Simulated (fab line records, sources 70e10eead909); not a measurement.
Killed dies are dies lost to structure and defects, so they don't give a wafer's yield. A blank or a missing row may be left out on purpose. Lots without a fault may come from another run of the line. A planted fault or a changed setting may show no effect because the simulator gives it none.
Chamber matching | flow nand_harc | NHARC_P_STI_ETCH_15 on rie_si-02: 4 sister chambers
The step etches the open film in HBr/Cl2, target depth 300 nm, time 100.1 s. 14 wafers are shown with their chamber, then 7 later ones without.

WAFERS WITH THEIR CHAMBER
wafer  | chamber | drypump_motor_current_A (A) | oes_product_au (a.u.) | throttle_valve_pct (%)
L837.2 | 3       | 5.6                         | 0.997                 | 26.412
L837.4 | 0       | 5.8                         | 0.993                 | 26.407
L837.5 | 1       | 6.1                         | 1.020                 | 26.403
L838.1 | 0       | 5.8                         | 0.981                 | 26.397
L838.4 | 2       | 5.8                         | 0.991                 | 26.381
L838.5 | 1       | 6.1                         | 1.014                 | 26.413
L845.2 | 3       | 5.5                         | 0.991                 | 26.400
L845.5 | 3       | 5.6                         | 0.998                 | 26.413
L845.6 | 2       | 5.7                         | 1.013                 | 26.412
L846.1 | 2       | 5.8                         | 1.006                 | 26.397
L846.4 | 3       | 5.6                         | 1.001                 | 26.382
L846.6 | 2       | 5.8                         | 1.003                 | 26.421
L847.1 | 0       | 5.7                         | 0.987                 | 26.420
L847.3 | 2       | 5.8                         | 1.006                 | 26.407

SIGNATURES (means of the wafers above)
reading                 | chamber 0 | chamber 1 | chamber 2 | chamber 3 | scatter within a chamber
drypump_motor_current_A | 5.767     | 6.100     | 5.780     | 5.575     | 0.0471
oes_product_au          | 0.98700   | 1.01700   | 1.00380   | 0.99675   | 0.00634
throttle_valve_pct      | 26.40800  | 26.40800  | 26.40360  | 26.40175  | 0.0137
Rule: a wafer's distance from a chamber is the root of the sum, over the readings, of the square of ((its reading less the chamber's mean) divided by the reading's scatter). The wafer belongs to the nearest chamber; if the next one is less than 2 further off, it can't be placed. The scatter: the root of (the sum of the squares of (reading less its chamber's mean) over the shown wafers, divided by (wafers less chambers)).

WAFERS WITHOUT THEIR CHAMBER
wafer  | drypump_motor_current_A (A) | oes_product_au (a.u.) | throttle_valve_pct (%)
L847.4 | 6.2                         | 1.010                 | 26.399
L848.2 | 5.6                         | 1.003                 | 26.402
L848.5 | 5.8                         | 0.996                 | 26.401
L848.6 | 6.1                         | 1.006                 | 26.397
L856.2 | 6.2                         | 1.012                 | 26.408
L856.3 | 5.5                         | 0.988                 | 26.406
L856.4 | 5.7                         | 0.993                 | 26.409

WHICH CHAMBER EACH WENT THROUGH
wafer  | from the rows above          | in truth
L847.4 | 1                            | 1
L848.2 | 3                            | 3
L848.5 | can't be placed: 2 or 0      | 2
L848.6 | 1                            | 1
L856.2 | 1                            | 1
L856.3 | 3                            | 3
L856.4 | can't be placed: 0 or 2 or 3 | 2
Placed correctly: 5 of 7. Can't be placed from these rows: 2 (the true chamber is among the candidates in 2). Placed wrongly: 0.
